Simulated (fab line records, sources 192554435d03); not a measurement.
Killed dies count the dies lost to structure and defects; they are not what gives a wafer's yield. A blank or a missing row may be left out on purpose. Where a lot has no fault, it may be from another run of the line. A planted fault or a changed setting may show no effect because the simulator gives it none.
fab line records ; flow n5Finfet
record: lots: 8; wafers: 22; lastDay: 17
route steps=1938 shown BEOL_M4@1111 BEOL_M5@1116 PASSIVATION@1936
lots that met no fault: from a run of the same line without faults
startH: hours from the record's first day to the start of the lot's first wafer shown ; waitH: hours from the lot's prior step to this one ; " repeats the value in the row above ; L1.1+2: a row that stands for several wafers ; - value missing, or start not given ; * or withheld: withheld ; < > ~ a bound
route shown NAME@n: NAME is a module with steps in the file, n the number in the route of the first one ; usual: the fault-free wafers' mean and standard deviation ; same: alike in all rows ; chamber/n: place in a boat ; sites: readings site by site ; _std_site: how widely they spread, as a standard deviation ; _edge_site: the outer-site mean with the inner-site mean subtracted ; radiusMm: for every site, how far away it sits from the centre of the wafer ; mask NAME#n: copy n ; behind: the most recent tool/chamber to have shaped the wafer ; hold: cause of the lot's hold/its duration in hours/its outcome ; device: the n, p or np transistor that did not switch ; end of line: the tests these same wafers got at the end of their route ; a step without rows: its recipe alone ; killed: the dies lost at the first sort to structure and to defects; this is not the yield of the wafer ; map: shows each die of a wafer: x if killed, . if not, _ if none is there
set.NAME: setting as actually run; set.NAME@STEP: the setting as run at that earlier step ; model.NAME: the simulator's own value behind a step, which no gauge read
route steps across a sampled set of lots; one table per step, one row per wafer
services: from which hour (startH, from the record's first day; less than 0 if before it) a tool's chamber was out of use, for how many hours, and why
== steps ==
step: N5_BEOL_M4_RC_MEAS_101
usual: DIBL_N: 36.4/1.5; DIBL_P: 36.4/1.6; IOFF_N: 0.164/0.025; IOFF_P: 0.214/0.028; ION_N: 675/9.9; ION_P: 463/6.5; SS_N: 71.5/0.5; SS_P: 73.3/0.56; VT_N: 249.2/2.7; VT_P: -250.1/2.8
lot.wafer;tool;chamber;startH;waitH;DIBL_N[mV/V];DIBL_P[mV/V];IOFF_N[nA/um];IOFF_P[nA/um];ION_N[uA/um];ION_P[uA/um];SS_N[mV/dec];SS_P[mV/dec];VT_N[mV];VT_P[mV]
L263.1;prober-02;0;164.19;0.0;36.5;35.4;0.134;0.171;664;453;71.2;73.7;250.4;-256.0
L263.5;prober-02;0;164.19;0.0;37.0;36.7;0.155;0.186;688;458;70.7;73.7;248.1;-253.7
L263.6;prober-02;0;164.19;0.0;37.2;36.3;0.149;0.185;660;451;70.8;73.2;251.0;-256.5
L267.1;prober-01;0;189.48;0.0;35.8;35.7;0.163;0.214;678;462;70.9;73.4;250.3;-252.0
L267.4;prober-01;0;189.48;0.0;35.2;34.7;0.154;0.195;676;460;71.1;73.3;250.3;-250.5
L267.6;prober-01;0;189.48;0.0;34.1;34.3;0.136;0.186;664;460;70.7;72.3;253.4;-251.6
L270.2;prober-01;0;214.72;1.1;38.0;38.1;0.188;0.232;679;458;71.8;73.6;246.1;-248.4
L270.4;prober-01;0;214.72;1.1;39.0;39.0;0.219;0.242;694;469;72.1;73.2;242.9;-249.2
L270.6;prober-01;0;214.72;1.1;38.1;37.9;0.191;0.228;688;466;71.2;74.3;244.9;-249.0
L277.2;prober-01;0;243.48;0.2;37.2;38.6;0.181;0.239;677;464;71.7;73.4;249.7;-250.6
L277.3;prober-01;0;243.48;0.2;37.9;38.8;0.203;0.244;679;458;72.0;73.5;248.6;-246.8
L280.3;prober-01;0;272.41;0.3;37.9;38.7;0.222;0.244;696;468;72.3;73.6;246.7;-248.5
L280.4;prober-01;0;272.41;0.3;36.9;37.5;0.207;0.225;697;468;71.7;74.4;245.8;-249.9
L283.1;prober-01;0;288.38;0.0;37.0;37.4;0.161;0.218;674;463;71.5;73.1;247.9;-252.6
L283.2;prober-01;0;288.38;0.0;36.1;36.9;0.150;0.207;677;464;72.0;72.8;247.4;-249.7
L283.3;prober-01;0;288.38;0.0;36.7;37.4;0.152;0.208;669;464;71.9;73.1;248.8;-250.3
L286.3;prober-02;0;303.39;0.3;37.4;37.1;0.184;0.225;675;464;71.4;73.8;246.9;-250.5
L286.4;prober-02;0;303.39;0.3;36.6;36.1;0.164;0.212;674;457;71.6;73.7;251.0;-251.4
L286.6;prober-02;0;303.39;0.3;37.8;36.8;0.174;0.218;678;459;71.2;74.1;249.6;-249.9
L285.1;prober-02;0;304.01;0.7;35.5;35.8;0.140;0.200;660;457;71.3;72.4;250.5;-249.5
L285.3;prober-02;0;304.01;0.7;36.0;36.8;0.158;0.221;670;465;72.0;73.2;249.4;-250.0
L285.5;prober-02;0;304.01;0.7;36.3;36.5;0.155;0.216;665;464;71.7;72.3;251.5;-250.7
step: N5_BEOL_M5_HM_DEP_02
recipe: material: TiN; targetThkA: 200; tempC: 25; chamberPressurePa: 0.49996
usual: throttleValvePct: 29.5/0.96
lot.wafer;tool;chamber;startH;waitH;throttleValvePct
L263.1;pvdSputter-01;-;165.86;0.1;28.8
L263.5;pvdSputter-01;-;165.86;0.1;31.6
L263.6;pvdSputter-01;-;165.86;0.1;28.0
L267.1;pvdSputter-01;-;192.35;0.8;27.8
L267.4;pvdSputter-01;-;192.35;0.8;31.4
L267.6;pvdSputter-01;-;192.35;0.8;28.7
L270.2;pvdSputter-03;-;218.42;2.3;29.3
L270.4;pvdSputter-03;-;218.42;2.3;29.5
L270.6;pvdSputter-03;-;218.42;2.3;30.1
L277.2;pvdSputter-01;-;246.82;1.9;29.7
L277.3;pvdSputter-01;-;246.82;1.9;29.1
L280.3;pvdSputter-01;-;275.03;0.8;28.6
L280.4;pvdSputter-01;-;275.03;0.8;31.7
L283.1;pvdSputter-03;-;290.86;0.7;29.7
L283.2;pvdSputter-03;-;290.86;0.7;30.1
L283.3;pvdSputter-03;-;290.86;0.7;29.1
L286.3;pvdSputter-02;-;305.49;0.8;29.7
L286.4;pvdSputter-02;-;305.49;0.8;29.0
L286.6;pvdSputter-02;-;305.49;0.8;29.7
L285.1;pvdSputter-03;-;306.24;0.6;29.6
L285.3;pvdSputter-03;-;306.24;0.6;30.1
L285.5;pvdSputter-03;-;306.24;0.6;30.3
step: N5_BEOL_M5_STRIP_19
recipe: chemistry: O2; powerW: 400; tempC: 40; pressureMtorr: 30; rfFrequencyHz: 6e+07; biasPowerW: 0; overashFraction: 0.2; o2FlowSccm: 225
usual: drypumpMotorCurrentA: 5.4/0.37; oesProductAu: 0.78/0.094; rfVppV: 3.7/0.5; showerheadPlenumPTorr: 2.12/0.062; throttleValvePct: 16.63/0.21
lot.wafer;tool;chamber;startH;waitH;drypumpMotorCurrentA;oesProductAu;rfHoursCounterH;rfVppV;showerheadPlenumPTorr;throttleValvePct
L263.1;rieDiel-03;0;166.73;0.1;5.3;0.70;187;2.9;2.17;16.69
L263.5;rieDiel-03;3;166.73;0.1;5.1;0.84;-;3.5;2.11;16.51
L263.6;rieDiel-03;1;166.73;0.1;5.2;0.70;-;3.3;2.16;16.67
L267.1;rieDiel-03;1;193.37;0.1;5.2;0.70;206;3.2;2.16;16.69
L267.4;rieDiel-03;2;193.37;0.1;4.8;0.95;4;4.9;2.06;16.12
L267.6;rieDiel-03;1;193.37;0.1;5.2;0.69;-;3.1;2.16;16.71
L270.2;rieDiel-03;0;220.04;0.5;5.3;0.69;204;3.0;2.17;16.73
L270.4;rieDiel-03;1;220.04;0.5;5.2;0.69;-;3.7;2.16;16.71
L270.6;rieDiel-03;1;220.04;0.5;5.2;0.69;-;3.6;2.16;16.72
L277.2;rieDiel-05;0;247.81;0.1;5.3;0.74;180;3.8;2.08;16.46
L277.3;rieDiel-05;1;247.81;0.1;5.6;0.91;15;3.5;2.23;16.63
L280.3;rieDiel-03;0;276.40;0.1;5.3;0.68;224;3.9;2.16;16.75
L280.4;rieDiel-03;3;276.40;0.1;5.1;0.81;116;4.7;2.10;16.57
L283.1;rieDiel-05;3;291.73;0.1;5.4;0.72;205;2.5;2.17;16.75
L283.2;rieDiel-05;0;291.73;0.1;5.3;0.73;194;3.7;2.07;16.48
L283.3;rieDiel-05;2;291.73;0.1;6.0;0.94;16;3.5;2.05;16.59
L286.3;rieDiel-05;0;306.37;0.1;5.3;0.73;199;3.6;2.07;16.49
L286.4;rieDiel-05;2;306.37;0.1;6.0;0.92;20;3.5;2.05;16.58
L286.6;rieDiel-05;3;306.37;0.1;5.4;0.71;-;3.7;2.17;16.75
L285.1;rieDiel-05;1;307.12;0.1;5.6;0.88;33;4.3;2.22;16.69
L285.3;rieDiel-05;2;307.12;0.1;6.0;0.92;20;2.9;2.05;16.61
L285.5;rieDiel-05;0;307.12;0.1;5.3;0.72;-;5.1;2.07;16.50
step: N5_BEOL_M5_CD_MEAS_18
recipe: pitchNm: 56; targetCdNm: 28
usual: cdNm: 27.89/0.29
lot.wafer;tool;chamber;startH;waitH;cdNm
L263.1;cdSem-02;-;166.80;0.0;27.87
L263.5;cdSem-02;-;166.80;0.0;27.66
L263.6;cdSem-02;-;166.80;0.0;28.41
L267.1;cdSem-03;-;193.44;0.0;28.11
L267.4;cdSem-03;-;193.44;0.0;27.99
L267.6;cdSem-03;-;193.44;0.0;27.74
L270.2;cdSem-02;-;220.13;0.1;27.97
L270.4;cdSem-02;-;220.13;0.1;27.76
L270.6;cdSem-02;-;220.13;0.1;28.08
L277.2;cdSem-02;-;247.88;0.1;27.87
L277.3;cdSem-02;-;247.88;0.1;27.98
L280.3;cdSem-02;-;276.49;0.1;28.26
L280.4;cdSem-02;-;276.49;0.1;26.85
L283.1;cdSem-03;-;291.80;0.0;27.55
L283.2;cdSem-03;-;291.80;0.0;27.85
L283.3;cdSem-03;-;291.80;0.0;28.15
L286.3;cdSem-02;-;306.45;0.1;27.92
L286.4;cdSem-02;-;306.45;0.1;28.26
L286.6;cdSem-02;-;306.45;0.1;27.86
L285.1;cdSem-02;-;307.18;0.0;27.56
L285.3;cdSem-02;-;307.18;0.0;27.66
L285.5;cdSem-02;-;307.18;0.0;28.30
step: N5_BEOL_M5_ETCH_67
recipe: chemistry: CF4; target: SiARC; targetDepthA: 156; maskMaterial: CAR-EUV; timeS: 26; ionEnergyEv: 80; pressureMtorr: 40; sourceW: 545; biasW: 36; Ar_flow_sccm: 100; cf4FlowSccm: 100; ends: cleared
usual: drypumpMotorCurrentA: 5.6/0.48; etchRfOnTimeS: 26.1/0.41; oesProductAu: 0.67/0.074; rfVppV: 184.0/1.3; showerheadPlenumPTorr: 2.15/0.066; throttleValvePct: 15.65/0.22
lot.wafer;tool;chamber;startH;waitH;drypumpMotorCurrentA;etchRfOnTimeS;oesProductAu;rfHoursCounterH;rfVppV;showerheadPlenumPTorr;throttleValvePct
L263.1;rieDiel-05;0;167.43;0.0;5.3;26.0;0.66;154;184.3;2.15;15.43
L263.5;rieDiel-05;2;167.43;0.0;6.0;26.2;0.59;-;184.5;2.11;15.92
L263.6;rieDiel-05;3;167.43;0.0;5.4;26.4;0.63;-;185.0;2.23;15.62
L267.1;rieDiel-06;1;194.20;0.0;5.3;26.2;0.74;65;183.8;2.18;15.65
L267.4;rieDiel-06;3;194.20;0.0;6.7;25.8;0.76;41;183.6;2.18;15.40
L267.6;rieDiel-06;1;194.20;0.0;5.3;26.0;0.74;-;184.9;2.18;15.64
L270.2;rieDiel-06;1;220.91;0.0;5.3;25.9;0.73;73;184.5;2.18;15.66
L270.4;rieDiel-06;3;220.91;0.0;6.8;25.8;0.74;51;185.0;2.18;15.42
L270.6;rieDiel-06;2;220.91;0.0;5.7;26.7;0.63;-;183.2;2.06;15.99
L277.2;rieDiel-03;0;248.63;0.0;5.3;26.4;0.58;215;183.9;2.20;15.69
L277.3;rieDiel-03;1;248.63;0.0;5.2;27.0;0.59;226;183.9;2.21;15.73
L280.3;rieDiel-05;0;277.42;0.0;5.3;25.9;0.63;189;184.6;2.13;15.49
L280.4;rieDiel-05;2;277.42;0.0;6.0;25.7;0.80;14;183.9;2.10;15.51
L283.1;rieDiel-06;2;292.31;0.0;5.7;26.7;0.61;176;182.7;2.06;16.05
L283.2;rieDiel-06;0;292.31;0.0;5.5;25.9;0.63;186;182.3;2.05;15.87
L283.3;rieDiel-06;1;292.31;0.0;5.3;25.8;0.71;95;184.5;2.17;15.70
L286.3;rieDiel-06;1;308.19;0.0;5.3;25.6;0.71;100;184.5;2.17;15.72
L286.4;rieDiel-06;2;308.19;0.0;5.7;26.6;0.61;181;182.7;2.05;16.05
L286.6;rieDiel-06;1;308.19;0.0;5.3;25.9;0.70;-;184.8;2.17;15.71
L285.1;rieDiel-03;3;308.42;0.0;5.1;25.9;0.68;125;183.1;2.15;15.56
L285.3;rieDiel-03;0;308.42;0.0;5.4;26.5;0.58;233;185.3;2.19;15.70
L285.5;rieDiel-03;1;308.42;0.0;5.2;26.9;0.58;-;182.9;2.20;15.76
step: N5_BEOL_M5_VIA_ETCH_34
recipe: chemistry: C4F6/O2; target: SiCOH_lowk; targetDepthA: 883; maskMaterial: SOC; taperDeg: 4; timeS: 39.2; ionEnergyEv: 250; pressureMtorr: 30; sourceW: 345; biasW: 185; Ar_flow_sccm: 300; C4F6_flow_sccm: 10; O2_flow_sccm: 10
usual: drypumpMotorCurrentA: 5.6/0.48; oesProductAu: 0.79/0.086; rfVppV: 666/7.7; showerheadPlenumPTorr: 2.86/0.088; throttleValvePct: 20.94/0.21
lot.wafer;tool;chamber;startH;waitH;drypumpMotorCurrentA;oesProductAu;rfHoursCounterH;rfVppV;showerheadPlenumPTorr;throttleValvePct
L263.1;rieDiel-05;0;167.56;0.0;5.3;0.77;154;657;2.86;20.71
L263.5;rieDiel-05;2;167.56;0.0;6.0;0.69;-;664;2.81;21.18
L263.6;rieDiel-05;3;167.56;0.0;5.4;0.74;-;665;2.96;20.86
L267.1;rieDiel-06;1;194.33;0.0;5.4;0.86;65;673;2.89;20.96
L267.4;rieDiel-06;3;194.33;0.0;6.8;0.89;41;670;2.91;20.72
L267.6;rieDiel-06;1;194.33;0.0;5.3;0.87;-;674;2.89;20.94
L270.2;rieDiel-06;1;221.04;0.0;5.3;0.86;73;674;2.89;20.98
L270.4;rieDiel-06;3;221.04;0.0;6.8;0.86;51;671;2.91;20.74
L270.6;rieDiel-06;2;221.04;0.0;5.7;0.73;-;668;2.74;21.26
L277.2;rieDiel-03;0;248.76;0.0;5.3;0.33;215;677;2.92;20.75
L277.3;rieDiel-03;1;248.76;0.0;5.2;0.69;226;659;2.93;20.98
L280.3;rieDiel-05;0;277.55;0.0;5.3;0.74;189;655;2.84;20.75
L280.4;rieDiel-05;2;277.55;0.0;6.0;0.44;14;664;2.79;20.74
L283.1;rieDiel-06;2;292.44;0.0;5.7;0.72;176;667;2.73;21.32
L283.2;rieDiel-06;0;292.44;0.0;5.5;0.73;186;655;2.73;21.19
L283.3;rieDiel-06;1;292.44;0.0;5.4;0.83;95;672;2.88;21.00
L286.3;rieDiel-06;1;308.32;0.0;5.3;0.83;101;674;2.87;21.01
L286.4;rieDiel-06;2;308.32;0.0;5.7;0.71;181;667;2.72;21.32
L286.6;rieDiel-06;1;308.32;0.0;5.3;0.82;-;673;2.87;21.02
L285.1;rieDiel-03;3;308.55;0.0;5.1;0.80;126;656;2.86;20.83
L285.3;rieDiel-03;0;308.55;0.0;5.4;0.68;233;678;2.92;20.89
L285.5;rieDiel-03;1;308.55;0.0;5.2;0.67;-;661;2.93;20.97
step: N5_BEOL_M5_OCD_MEAS_38
usual: trenchDepthNm: 71.4/1.1
lot.wafer;tool;chamber;startH;waitH;trenchDepthNm
L263.1;ocd-01;-;167.80;-;71.4
L263.5;ocd-01;-;167.80;-;71.4
L263.6;ocd-01;-;167.80;-;71.4
L267.1;ocd-01;-;194.57;-;72.5
L267.4;ocd-01;-;194.57;-;72.3
L267.6;ocd-01;-;194.57;-;71.9
L270.2;ocd-02;-;221.28;-;73.1
L270.4;ocd-02;-;221.28;-;73.4
L270.6;ocd-02;-;221.28;-;71.8
L277.2;ocd-01;-;249.00;-;10.5
L277.3;ocd-01;-;249.00;-;70.1
L280.3;ocd-01;-;277.80;-;71.6
L280.4;ocd-01;-;277.80;-;10.6
L283.1;ocd-01;-;292.68;-;70.5
L283.2;ocd-01;-;292.68;-;70.4
L283.3;ocd-01;-;292.68;-;72.2
L286.3;ocd-01;-;308.56;-;71.7
L286.4;ocd-01;-;308.56;-;70.8
L286.6;ocd-01;-;308.56;-;72.1
L285.1;ocd-02;-;308.80;-;71.1
L285.3;ocd-02;-;308.80;-;70.4
L285.5;ocd-02;-;308.80;-;68.3
step: N5_BEOL_M5_CD_MEAS_35
recipe: targetCdNm: 28; targetCdYNm: 24; polarity: opening
usual: cdNm: 27.96/0.29
lot.wafer;tool;chamber;startH;waitH;cdNm
L263.1;cdSem-03;-;167.95;0.0;27.89
L263.5;cdSem-03;-;167.95;0.0;28.37
L263.6;cdSem-03;-;167.95;0.0;28.52
L267.1;cdSem-01;-;194.72;0.0;27.86
L267.4;cdSem-01;-;194.72;0.0;27.74
L267.6;cdSem-01;-;194.72;0.0;27.88
L270.2;cdSem-03;-;221.43;0.0;28.14
L270.4;cdSem-03;-;221.43;0.0;28.27
L270.6;cdSem-03;-;221.43;0.0;27.98
L277.2;cdSem-03;-;249.16;0.0;-
L277.3;cdSem-03;-;249.16;0.0;27.83
L280.3;cdSem-02;-;277.96;0.0;27.90
L280.4;cdSem-02;-;277.96;0.0;-
L283.1;cdSem-03;-;292.83;0.0;27.68
L283.2;cdSem-03;-;292.83;0.0;27.83
L283.3;cdSem-03;-;292.83;0.0;28.04
L286.3;cdSem-02;-;308.71;0.0;28.06
L286.4;cdSem-02;-;308.71;0.0;28.38
L286.6;cdSem-02;-;308.71;0.0;28.31
L285.1;cdSem-01;-;308.95;0.0;28.34
L285.3;cdSem-01;-;308.95;0.0;27.97
L285.5;cdSem-01;-;308.95;0.0;28.00
step: N5_BEOL_M5_THK_MEAS_53
recipe: thkMeasGauge: xrf; reads: Cu_of_BEOL_M5_ECD_50
usual: M5_THK: 60.8/1.6
lot.wafer;tool;chamber;startH;waitH;M5_THK[nm]
L263.1;filmMetro-01;-;174.75;-;60.7
L263.5;filmMetro-01;-;174.75;-;61.7
L263.6;filmMetro-01;-;174.75;-;62.4
L267.1;filmMetro-01;-;202.06;-;61.3
L267.4;filmMetro-01;-;202.06;-;61.4
L267.6;filmMetro-01;-;202.06;-;61.0
L270.2;filmMetro-02;-;227.49;-;62.8
L270.4;filmMetro-02;-;227.49;-;63.1
L270.6;filmMetro-02;-;227.49;-;61.9
L277.2;filmMetro-02;-;255.92;-;-
L277.3;filmMetro-02;-;255.92;-;57.1
L280.3;filmMetro-02;-;284.56;-;60.0
L280.4;filmMetro-02;-;284.56;-;-
L283.1;filmMetro-01;-;299.09;-;60.3
L283.2;filmMetro-01;-;299.09;-;58.4
L283.3;filmMetro-01;-;299.09;-;60.7
L286.3;filmMetro-02;-;315.24;-;61.0
L286.4;filmMetro-02;-;315.24;-;60.2
L286.6;filmMetro-02;-;315.24;-;62.1
L285.1;filmMetro-02;-;316.77;-;60.2
L285.3;filmMetro-02;-;316.77;-;59.9
L285.5;filmMetro-02;-;316.77;-;58.5
step: N5_PASSIVATION_PROBE_49
usual: defectLimitedYield: 91.1/1.4; killed_at_M0_to_M3: 35/8.7; killed_at_M4_up: 14/5.3; killedAtContacts: 12/6.2; killedAtFrontEnd: 41/12; killedAtOther: 3.4/2.6; killedDies: 105/16; killedOnRim: 14/3.8; killedOpen: 67/13; killedShort: 36/7.3; sort_bin_5_function: 5.2/0.96; sort_bin_6_memory: 3.3/0.6; sortNPass: 1075/16; sortYieldPct: 91.1/1.4
same: grossDies: 1180; killedAtBackSide: 0; sort_bin_4_leakage[%]: 0; sort_bin_8_speed[%]: 0
lot.wafer;tool;chamber;startH;waitH;defectLimitedYield[%];killed_at_M0_to_M3;killed_at_M4_up;killedAtContacts;killedAtFrontEnd;killedAtOther;killedDies;killedOnRim;killedOpen;killedShort;sort_bin_5_function[%];sort_bin_6_memory[%];sortNPass;sortYieldPct[%]
L277.2;prober-02;-;346.58;0.3;15.4;39;914;10;21;14;998;149;65;38;81.3;2.9;182;15.4
L277.3;prober-02;-;346.63;0.4;92.4;26;20;10;29;5;90;7;59;30;4.6;2.8;1090;92.4
L280.3;prober-01;-;372.34;0.1;91.6;33;22;16;27;1;99;14;61;35;4.9;3.2;1081;91.6
L280.4;prober-01;-;372.39;0.2;12.2;26;985;4;21;0;1036;99;42;30;85.0;2.6;144;12.2
killed by level:class
L277.2 BEOL_M5:areaOpen=894 BEOL_M0_SAQP:geometricParticle:short=10 MOL_CONTACT_COAG:geometricParticle:open=9 BEOL_M4:geometricParticle:open=9 BEOL_M0_SAQP:geometricParticle:open=8 GATE_CUT:geometricParticle:short=7 BEOL_M2:geometricParticle:open=7 STI_FIN_REVEAL:geometricParticle:open=5
L277.3 BEOL_M0_SAQP:geometricParticle:short=11 STI_FIN_REVEAL:geometricParticle:open=10 MOL_CONTACT_COAG:geometricParticle:open=8 BEOL_M0_SAQP:geometricParticle:open=8 BEOL_M4:geometricParticle:open=8 FIN_SAQP:geometricParticle:open=4 FIN_SAQP:geometricParticle:short=3 STI_FIN_REVEAL:geometricParticle:short=3
L280.3 BEOL_M2:geometricParticle:open=11 MOL_CONTACT_COAG:geometricParticle:open=10 FIN_SAQP:geometricParticle:short=6 GATE_CUT:geometricParticle:short=5 MOL_CONTACT_COAG:geometricParticle:short=5 BEOL_M0_SAQP:geometricParticle:short=5 BEOL_M6:geometricParticle:open=5 GATE_CUT:geometricParticle:open=4
L280.4 BEOL_M5:areaOpen=964 FIN_SAQP:geometricParticle:short=8 BEOL_M4:geometricParticle:short=7 BEOL_M0_SAQP:geometricParticle:short=5 BEOL_M0:geometricParticle:open=5 BEOL_M1:geometricParticle:open=5 BEOL_M4:geometricParticle:open=5 GATE_CUT:geometricParticle:short=4
== services ==
tool;chamber;startH;hours;kind
rieDiel-06;3;158.92;1.5;repair
rieDiel-03;2;161.17;-;clean
rieDiel-03;2;161.17;-;consumableReplace:focusRing
rieDiel-03;2;161.17;17.2;scheduledDown
rieDiel-03;2;161.17;17.2;ventCycle
rieDiel-05;1;189.36;-;clean
rieDiel-05;1;189.36;-;consumableReplace:focusRing
rieDiel-05;1;189.36;-;consumableReplace:showerhead
rieDiel-05;1;189.36;17.0;scheduledDown
rieDiel-05;1;189.36;17.0;ventCycle
rieDiel-03;2;208.36;12.5;repair
rieDiel-03;3;217.87;22.0;repair
rieDiel-05;2;219.60;-;clean
rieDiel-05;2;219.60;-;consumableReplace:focusRing
rieDiel-05;2;219.60;16.4;scheduledDown
rieDiel-05;2;219.60;16.4;ventCycle
rieDiel-05;3;240.96;8.6;repair
rieDiel-05;2;283.44;5.7;repair
rieDiel-03;1;291.24;4.8;repair
rieDiel-03;-;296.14;0.2;repair
rieDiel-06;-;307.82;0.2;repair
== key ==
firstSign: step: N5_BEOL_M5_VIA_ETCH_34; reading: oesProductAu; direction: down; sigmas: 4.7; usual: 0.79; struck: 0.38
effect: step: N5_BEOL_M5_OCD_MEAS_38; reading: trenchDepthNm; direction: down; sigmas: 57; usual: 71.4; struck: 10.6
effect: step: N5_BEOL_M5_CD_MEAS_35; reading: cdNm; direction: missing
effect: step: N5_BEOL_M5_THK_MEAS_53; reading: M5_THK; direction: missing
effect: step: N5_PASSIVATION_PROBE_49; reading: killed_at_M4_up; direction: up; sigmas: 99+; usual: 14; struck: 950
moreKillsBornAt: N5_BEOL_M5_HM_OPEN_17@rieMetal-02: 1858
metAt N5_BEOL_M5_HM_DEP_02
struckLots L277,L280
struckWafers L277.2,L280.4
laterRowsLeftOut L277.2,L280.4
notActingAt N5_BEOL_M5_STRIP_19,N5_BEOL_M5_CD_MEAS_18,N5_BEOL_M5_ETCH_67
onsetBetween 192.35 246.82
fault: kind: processParameterDrift; tool: pvdSputter-01; chamber: -; onsetH: 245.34; steps: N5_BEOL_M5_HM_DEP_02; channel: targetThkA; offset: *; shape: step; endH: 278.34; scope: struckWafersOnly; actsIn: *; stated: *
laterRowsLeftOut: the simulator's readings of these wafers behind a module that went badly wrong aren't trusted and aren't shown, but for the sort
